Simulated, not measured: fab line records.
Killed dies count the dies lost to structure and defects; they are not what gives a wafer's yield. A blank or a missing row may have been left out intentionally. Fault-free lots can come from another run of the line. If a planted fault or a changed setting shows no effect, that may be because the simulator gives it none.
fab line records | flow nandHarc | part 2 of 2: steps 16 to 30 of 30
record: lots: 5 wafers: 15 lastDay: 22
route steps=1159 shown A_STAIRCASE@548
lots that met no fault: taken from a fault-free run of the same line
startH: the number of hours between the record's first day and the start of the first shown wafer of the lot | waitH: hours from the lot's prior step to this one | " repeats the value in the row above | L1.1+2: a row that stands for several wafers | - value missing, or start not given | * or withheld: withheld | < > ~ a bound
route shown NAME@n: names a module that has steps shown in the file, with the first one's number in the route | usual: average and standard deviation across the fault-free wafers | same: alike in all rows | chamber/n: place in a boat | sites: per-site readings | _std_site: their standard deviation | _edge_site: inner sites' mean taken away from outer sites' mean | radiusMm: how far each site lies from the wafer's centre | mask NAME#n: copy n | behind: the tool/chamber that last shaped the wafer | hold: what put the lot on hold/how long, in hours/how the hold closed | device: names the non-switching transistor (n, p or np) | end of line: at the end of the route, the tests of the same wafers | a step without rows: its recipe alone | killed: count of dies lost to structure and defects at first sort (not the wafer's yield) | map: per-die view of a wafer (x killed, . not killed, _ where there is no die)
set.NAME: the setting the step ran with; set.NAME@STEP: the setting that earlier step ran with | model.NAME: the simulator's own value behind a step, which no gauge read
lots seen at some steps along the route; tables by step, rows by wafer
services: a tool's chamber out of use, with start hour (startH, from the record's first day; less than 0 if before it), hours out, and reason
== steps ==
step: NHARC_A_STAIRCASE_ETCH_27
recipe: targetDepthA: 1000 timeS: 40.5 ionEnergyEv: 400 c4f8FlowSccm: 20 o2FlowSccm: 10 arFlowSccm: withheld rfW: 600 biasW: 1000 chemistry: C4F8/O2
usual: oesProductAu: 0.939/0.016 rfVppV: 895/4.4
columns lot.wafer tool chamber startH waitH oesProductAu rfHoursCounterH rfVppV
L078.2 rieDiel-12 3 - - 0.939 16 899
L078.3 " 1 " " 0.930 17 891
L078.5 " 3 " " 0.936 - 899
L079.1 rieDiel-12 3 - - 0.955 19 899
L079.2 " 1 " " 0.934 22 892
L079.5 " 2 " " 0.917 - 903
L082.4 rieDiel-02 2 - - 0.937 46 890
L082.3 " 0 " " 0.951 47 890
L082.1 " 1 " " 0.959 41 888
L084.1 rieDiel-02 2 - - 0.948 53 893
L084.2 " 1 " " 0.951 48 887
L084.6 " 3 " " 0.941 - 895
L089.2 rieDiel-12 0 - - 0.913 41 898
L089.5 " 1 " " 0.945 - 891
L089.6 " 2 " " 0.939 - 902
step: NHARC_A_STAIRCASE_STRIP_175
recipe: powerW: 1500 tempC: 250 chemistry: O2
usual: drypumpMotorCurrentA: 5.3/0.4 heaterPowerW: 341/20 rfReflPowerW: 21/4.4
columns lot.wafer tool chamber startH waitH drypumpMotorCurrentA heaterPowerW rfHoursCounterH rfReflPowerW
L078.2 plasmaAsher-01 0 259.02 0.1 5.6 360 50 16
L078.3 " 1 " " 5.2 321 - 19
L078.5 " 0 " " 5.7 343 - 17
L079.1 plasmaAsher-01 0 266.80 0.1 5.7 346 53 17
L079.2 " 1 " " 5.2 320 53 19
L079.5 " 0 " " 5.7 351 - 17
L082.1 plasmaAsher-02 1 276.26 0.1 5.7 328 28 30
L082.4 " 0 " " 4.8 376 - 20
L082.3 " 1 " " 5.8 336 - 28
L084.1 plasmaAsher-02 1 299.94 0.1 5.7 319 40 -
L084.2 " 0 " " 4.8 374 40 -
L084.6 " 0 " " 4.8 373 - -
L089.2 plasmaAsher-02 0 323.57 0.1 4.8 372 47 -
L089.5 " 0 " " 4.8 370 - -
L089.6 " 1 " " 5.7 319 - -
step: NHARC_A_STAIRCASE_STRIP_148
recipe: timeS: 900 tempC: 130 chemistry: SPM
columns lot.wafer tool chamber startH waitH
L078.3+2+5 wetBench-01 0,3,4 259.37 0.2
L079.1+2+5 wetBench-02 7,0,1 267.17 0.3
L082.3+1+4 wetBench-01 3,4,7 276.59 0.2
L084.6+1+2 wetBench-01 5,7,0 300.28 0.1
L089.5+6+2 wetBench-07 1,3,5 323.93 0.1
step: NHARC_A_STAIRCASE_PRECLEAN_149
recipe: timeS: * tempC: 50 bathAgeMin: 0 chemistry: SC1
columns lot.wafer tool chamber startH waitH
L078.3+2+5 wetBench-01 0,3,4 - -
L079.1+2+5 wetBench-02 7,0,1 - -
L082.3+1+4 wetBench-01 3,4,7 - -
L084.6+1+2 wetBench-01 5,7,0 - -
L089.5+6+2 wetBench-07 1,3,5 - -
step: NHARC_A_STAIRCASE_SRD_150
columns lot.wafer tool chamber startH waitH
L078.3+2+5 wetBench-01 0,3,4 - -
L079.1+2+5 wetBench-02 7,0,1 - -
L082.3+1+4 wetBench-01 3,4,7 - -
L084.6+1+2 wetBench-01 5,7,0 - -
L089.5+6+2 wetBench-07 1,3,5 - -
step: NHARC_A_STAIRCASE_DEHYDRATE_176
recipe: tempC: 150 timeS: 120
columns lot.wafer tool chamber startH waitH
L078.2+3+5 lithoTrack-05 0 259.82 -
L079.1+2+5 lithoTrack-05 0 267.60 -
L082.1+3+4 lithoTrack-05 0 277.05 -
L084.1+2+6 lithoTrack-03 0 300.74 -
L089.2+5+6 lithoTrack-03 0 324.37 -
step: NHARC_A_STAIRCASE_HMDS_177
recipe: timeS: 30
columns lot.wafer tool chamber startH waitH
L078.2+3+5 lithoTrack-05 0 - -
L079.1+2+5 lithoTrack-05 0 - -
L082.1+3+4 lithoTrack-05 0 - -
L084.1+2+6 lithoTrack-03 0 - -
L089.2+5+6 lithoTrack-03 0 - -
step: NHARC_A_STAIRCASE_COAT_178
recipe: spinRpm: 1200
columns lot.wafer tool chamber startH waitH
L078.2+3+5 lithoTrack-05 0 - -
L079.1+2+5 lithoTrack-05 0 - -
L082.1+3+4 lithoTrack-05 0 - -
L084.1+2+6 lithoTrack-03 0 - -
L089.2+5+6 lithoTrack-03 0 - -
step: NHARC_A_STAIRCASE_SOFTBAKE_179
recipe: tempC: 135 timeS: 170
columns lot.wafer tool chamber startH waitH
L078.2+3+5 lithoTrack-05 0 - -
L079.1+2+5 lithoTrack-05 0 - -
L082.1+3+4 lithoTrack-05 0 - -
L084.1+2+6 lithoTrack-03 0 - -
L089.2+5+6 lithoTrack-03 0 - -
step: NHARC_A_STAIRCASE_EBR_180
columns lot.wafer tool chamber startH waitH
L078.2+3+5 lithoTrack-05 0 - -
L079.1+2+5 lithoTrack-05 0 - -
L082.1+3+4 lithoTrack-05 0 - -
L084.1+2+6 lithoTrack-03 0 - -
L089.2+5+6 lithoTrack-03 0 - -
step: NHARC_A_STAIRCASE_EXPOSE_181
recipe: na: 0.5 doseMj: 27.87 maskId: STAIR_2
columns lot.wafer tool chamber startH waitH mask
L078.2+3+5 krfScanner-02 0 260.16 - STAIR_2#0
L079.1+2+5 krfScanner-01 0 267.94 - STAIR_2#0
L082.1+3+4 krfScanner-01 0 277.38 - STAIR_2#0
L084.1+2+6 krfScanner-01 0 301.07 - STAIR_2#0
L089.2+5+6 krfScanner-01 0 324.71 - STAIR_2#0
step: NHARC_A_STAIRCASE_PEB_182
recipe: pebTempC: 115 pebTimeS: 130
columns lot.wafer tool chamber startH waitH
L078.2+3+5 lithoTrack-05 0 260.22 0.1
L079.1+2+5 lithoTrack-03 0 268.00 0.1
L082.1+3+4 lithoTrack-07 0 277.45 0.1
L084.1+2+6 lithoTrack-07 0 301.14 0.1
L089.2+5+6 lithoTrack-07 0 324.77 0.1
step: NHARC_A_STAIRCASE_DEVELOP_183
recipe: timeS: 140
columns lot.wafer tool chamber startH waitH
L078.2+3+5 lithoTrack-05 0 - -
L079.1+2+5 lithoTrack-03 0 - -
L082.1+3+4 lithoTrack-07 0 - -
L084.1+2+6 lithoTrack-07 0 - -
L089.2+5+6 lithoTrack-07 0 - -
step: NHARC_A_STAIRCASE_HARDBAKE_185
recipe: tempC: 120 timeS: 140
columns lot.wafer tool chamber startH waitH
L078.2+3+5 lithoTrack-03 0 260.44 -
L079.1+2+5 lithoTrack-07 0 268.22 -
L082.1+3+4 lithoTrack-07 0 277.67 -
L084.1+2+6 lithoTrack-03 0 301.36 -
L089.2+5+6 lithoTrack-03 0 325.00 -
step: NHARC_A_STAIRCASE_DESCUM_186
recipe: timeS: 3 o2FlowSccm: 200 arFlowSccm: 0 biasPowerW: 0 chemistry: O2
usual: drypumpMotorCurrentA: 5.5/0.4 oesProductAu: 1.004/0.013 rfVppV: 57.7/0.86 showerheadPlenumPTorr: 1.88/0.063 throttleValvePct: 11.311/0.0089
columns lot.wafer tool chamber startH waitH drypumpMotorCurrentA oesProductAu rfHoursCounterH rfVppV showerheadPlenumPTorr throttleValvePct
L078.3 rieDiel-03 0 260.54 - 5.1 1.015 13 57.5 1.90 11.304
L078.2 " 2 " " 5.2 1.017 14 57.3 1.98 11.315
L078.5 " 0 " " 5.1 1.015 - 57.5 1.90 11.291
L079.1 rieDiel-03 3 268.31 - 6.0 1.015 19 58.4 1.90 11.306
L079.2 " 1 " " 4.9 0.992 17 58.8 1.95 11.326
L079.5 " 0 " " 5.1 1.009 - 58.8 1.90 11.303
L082.3 rieDiel-03 2 277.77 - 5.2 1.008 22 58.1 1.97 11.306
L082.1 " 3 " " 6.1 1.009 22 56.6 1.89 11.315
L082.4 " 0 " " 5.1 1.004 19 57.9 1.90 11.306
L084.1 rieDiel-03 0 301.46 - 5.1 1.013 28 57.0 1.90 11.306
L084.2 " 2 " " 5.2 1.005 31 55.9 1.97 11.315
L084.6 " 3 " " 6.1 1.022 - 57.2 1.89 11.316
L089.2 rieDiel-03 0 325.09 - 5.1 1.009 37 57.7 1.90 11.307
L089.5 " 3 " " 6.0 1.018 - 56.9 1.89 11.299
L089.6 " 0 " " 5.1 1.008 - 57.8 1.90 11.324
== services ==
columns tool chamber startH hours kind
rieDiel-02 0 233.36 - clean
rieDiel-02 1 233.36 - clean
rieDiel-02 2 233.36 - clean
rieDiel-02 3 233.36 - clean
rieDiel-12 0 236.33 - clean
rieDiel-12 1 236.33 - clean
rieDiel-12 2 236.33 - clean
rieDiel-12 3 236.33 - clean
lithoTrack-05 - 237.00 7.0 pm
krfScanner-01 - 256.00 4.0 pm
rieDiel-02 0 257.86 - clean
rieDiel-02 1 257.86 - clean
rieDiel-02 2 257.86 - clean
rieDiel-02 3 257.86 - clean
rieDiel-12 0 260.84 - clean
rieDiel-12 1 260.84 - clean
rieDiel-12 2 260.84 - clean
rieDiel-12 3 260.84 - clean
wetBench-07 - 272.07 8.0 pm
krfScanner-01 - 272.54 0.2 repair
plasmaAsher-01 - 276.29 9.0 pm
wetBench-02 - 286.08 7.9 repair
rieDiel-02 3 287.61 5.5 repair
rieDiel-12 3 319.36 2.0 repair
